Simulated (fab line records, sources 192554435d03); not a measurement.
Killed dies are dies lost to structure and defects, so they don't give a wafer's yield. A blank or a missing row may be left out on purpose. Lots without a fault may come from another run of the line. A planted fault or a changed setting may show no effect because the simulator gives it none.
A struck lot beside a sound one | flow n5_finfet | 37 steps out of a route of 1938
Sound: wafers L197.1, L197.2, L197.4. Struck: wafers L185.2, L185.3, L185.6. The cause comes at the end.
At each step with rows: each side's tool, then ch and its chambers, then its first start. Under that, the readings that differ: sound wafers | struck wafers | difference of the means | sigmas: that difference in standard deviations of wafers without a fault.
alike: readings whose means differ by less than 2 such deviations, and words and numbers that are the same on both sides. not compared: withheld readings, readings that some wafer has no value for, bounds like >300 that may hide the same value, and numbers for which the record gives no deviation and whose values overlap.
The two part at a step that has a row with sigmas, a row that says differs or no value, or rows on one side only. Numbers that don't overlap but have no deviation are shown without sigmas and don't part them. A reading that every wafer of one side lacks parts them only if that side has two wafers or more.

first, 9 steps without rows for these wafers: N5_BEOL_M0_SAQP_COAT_82 (time 60 s, resist thk 30 nm); N5_BEOL_M0_SAQP_COAT_08 (resist thk 90 nm); N5_BEOL_M0_SAQP_EBR_10; N5_BEOL_M0_SAQP_SOFTBAKE_09 (time 60 s); N5_BEOL_M0_SAQP_EXPOSE_11 (exposes mask M0 CORE, target cd 42 nm); N5_BEOL_M0_SAQP_PEB_12 (peb time 60 s); N5_BEOL_M0_SAQP_DEVELOP_13 (develop time 30 s); N5_BEOL_M0_SAQP_DESCUM_19 (chemistry O2, time 7.9 s); N5_BEOL_M0_SAQP_ETCH_83 (etches SiARC in CF4, target depth 39 nm, time 65 s).
N5_BEOL_M0_SAQP_ETCH_84: etches SOC in N2/H2, target depth 100 nm, overetch 20 nm, time 150 s.
  sound on rie_diel-06 ch 0,1,3, day 11 09:06; struck on rie_diel-06 ch 0,3, day 8 06:35
  reading                                         | sound             | struck            | difference | sigmas
  n2_flow_sccm (sccm)                             | 199.9 201.4 201.9 | 200.1 199.7 199.7 | -1.2       | -2
  model.etch.depth_nm (nm)                        | 100 100.3 100.1   | 72.99 76.09 72.91 | -26.14     |
  model.SiARC_of_BEOL_M0_SAQP_COAT_82.thk_nm (nm) | 24.4 24.6 24      | 26.4 26.4 26.4    | +2.1       |
  alike: drypump_motor_current_A, oes_product_au, rf_vpp_V, showerhead_plenum_p_Torr, throttle_valve_pct
  not compared: rf_hours_counter_h
then, 1 step without rows for these wafers: N5_BEOL_M0_SAQP_STRIP_80 (strips in N2/H2).
N5_BEOL_M0_SAQP_HM_OPEN_112: chemistry CHF3/O2, target SiO2, stops on a-Si, target depth 12 nm, time 13.5 s.
  sound on rie_diel-06 ch 0,1,3, day 11 09:12; struck on rie_diel-06 ch 0,3, day 8 06:41
  reading                                         | sound          | struck         | difference | sigmas
  oes_product_au (a.u.)                           | 0.52 0.56 0.58 | 0.33 0.31 0.33 | -0.23      | -4
  model.SiARC_of_BEOL_M0_SAQP_COAT_82.thk_nm (nm) | 4.8 5.4 4      | 7 6.6 7        | +2         |
  alike: drypump_motor_current_A, rf_vpp_V, showerhead_plenum_p_Torr, throttle_valve_pct
  not compared: rf_hours_counter_h
then, 1 step without rows for these wafers: N5_BEOL_M0_SAQP_STRIP_113 (strips in CHF3/O2).
N5_BEOL_M0_SAQP_MANDREL_ETCH_20: etches a-Si in HBr/Cl2, stops on SiNx, target depth 60 nm, bt time 10 s, time 30 s.
  sound on rie_si-02 ch 0,1,2, day 11 09:17; struck on rie_si-05 ch 1,2, day 8 06:47
  reading                | sound             | struck            | difference | sigmas
  oes_product_au (a.u.)  | 0.754 0.772 0.768 | 0.328 0.315 0.312 | -0.446     | -28
  throttle_valve_pct (%) | 35.4 36.1 35.8    | 36.8 36.4 36.4    | +0.8       | +2
  alike: HBr_flow_sccm, drypump_motor_current_A
  not compared: rf_hours_counter_h
then, 5 steps without rows for these wafers: N5_BEOL_M0_SAQP_STRIP_86 (strips in N2/H2); N5_BEOL_M0_SAQP_STRIP_115 (strips in post etch residue remover, time 60 s); N5_BEOL_M0_SAQP_SRD_93 (time 30 s); N5_BEOL_M0_SAQP_RECESS_114 (chemistry HF/NH3, target SiO2, target depth 14.4 nm, afs cycles 3, sublimation time 60 s); N5_BEOL_M0_SAQP_SPACER1_ALD_98 (deposits SiO2, target thk 12.8 nm, pulse time 1 s, purge time 2 s).
N5_BEOL_M0_SAQP_SPACER1_ETCHBACK_99: etches SiO2 in CHF3/O2, target depth 15.4 nm, time 7.7 s.
  sound on rie_diel-03 ch 0,1,2, day 11 10:23; struck on rie_diel-02 ch 0,1,3, day 8 08:08
  reading               | sound          | struck         | difference | sigmas
  oes_product_au (a.u.) | 0.90 0.73 0.92 | 0.32 0.26 0.30 | -0.56      | -6
  alike: drypump_motor_current_A, rf_vpp_V, showerhead_plenum_p_Torr, throttle_valve_pct
  not compared: rf_hours_counter_h
N5_BEOL_M0_SAQP_MANDREL1_REMOVE_100: chemistry HBr/Cl2/O2, target a-Si, stops on SiNx, bt time 10 s.
  sound on rie_si-04 ch 0,2,3, day 11 10:28; struck on rie_si-02 ch 0,1, day 8 08:13
  reading                       | sound             | struck            | difference | sigmas
  oes_product_au (a.u.)         | 0.988 1.038 0.999 | 0.373 0.373 0.381 | -0.633     | -30
  model.BEOL_M0_SAQP.cd_nm (nm) | 12.6 12.8 12.8    | 43 42.8 43.6      | +30        |
  alike: HBr_flow_sccm, drypump_motor_current_A, throttle_valve_pct
  not compared: rf_hours_counter_h
N5_BEOL_M0_SAQP_CD_MEAS_25: target cd 13.1 nm.
  sound on cd_sem-02 ch 0, day 11 10:34; struck on cd_sem-02 ch 0, day 8 08:20
  reading    | sound             | struck | difference                    | sigmas
  cd_nm (nm) | 12.47 12.98 12.85 | - - -  | no value on the struck wafers |
then, 11 steps without rows for these wafers: N5_BEOL_M0_SAQP_ETCH_101 (etches SiNx in CH3F/O2, target depth 29.9 nm, time 42.7 s); N5_BEOL_M0_SAQP_ETCH_102 (etches SiO2 in CF4, target depth 4 nm, time 4.4 s); N5_BEOL_M0_SAQP_MANDREL_ETCH_103 (etches a-Si in HBr/Cl2, stops on SiCN, target depth 45 nm, bt time 10 s, time 27 s); N5_BEOL_M0_SAQP_RECESS_104 (chemistry HF/NH3, target SiO2, target depth 18 nm, afs cycles 3, sublimation time 60 s); N5_BEOL_M0_SAQP_COAT_105 (time 60 s, resist thk 100 nm); N5_BEOL_M0_SAQP_ETCH_106 (etches SOC in N2/H2, stops on SiNx, target depth 150 nm); N5_BEOL_M0_SAQP_ETCH_107 (etches SiNx in CH3F/O2, target depth 30 nm); N5_BEOL_M0_SAQP_STRIP_108 (strips in N2/H2); N5_BEOL_M0_SAQP_RECESS_109 (chemistry HF/NH3, target SiO2, target depth 3 nm, afs cycles 1, sublimation time 60 s); N5_BEOL_M0_SAQP_SPACER2_ALD_26 (deposits SiO2, target thk 15 nm, pulse time 1 s, purge time 2 s); N5_BEOL_M0_SAQP_SPACER2_ETCHBACK_27 (etches SiO2 in CHF3/O2, target depth 22.5 nm, time 11.25 s).
N5_BEOL_M0_SAQP_MANDREL2_REMOVE_110: chemistry HBr/Cl2/O2, target a-Si, stops on SiCN, bt time 10 s.
  sound on rie_si-02 ch 0,1,2, day 11 12:15; struck on rie_si-04 ch 1,3, day 8 11:13
  reading                       | sound          | struck         | difference | sigmas
  model.BEOL_M0_SAQP.cd_nm (nm) | 15.2 15.2 15.2 | 42.8 42.8 43.6 | +27.9      |
  alike: HBr_flow_sccm, drypump_motor_current_A, oes_product_au, throttle_valve_pct
  not compared: rf_hours_counter_h
N5_BEOL_M0_SAQP_CD_MEAS_29: target cd 14.4 nm.
  sound on cd_sem-01 ch 0, day 11 12:22; struck on cd_sem-03 ch 0, day 8 11:19
  reading    | sound             | struck | difference                    | sigmas
  cd_nm (nm) | 14.79 15.25 14.99 | - - -  | no value on the struck wafers |
then, 1 step without rows for these wafers: N5_BEOL_M0_SAQP_COAT_69 (time 60 s, resist thk 90 nm).
N5_BEOL_M4_RC_MEAS_101:
  the record has rows for the sound wafers here (prober-02 ch 0, day 13 18:35) and none for the struck ones

WHERE THEY PART
First at N5_BEOL_M0_SAQP_ETCH_84; last, within this record, at N5_BEOL_M4_RC_MEAS_101.

WHY: what the simulator had put in
Process parameter drift: rie_diel-06, from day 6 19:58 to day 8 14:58, at N5_BEOL_M0_SAQP_ETCH_84. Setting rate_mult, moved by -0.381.
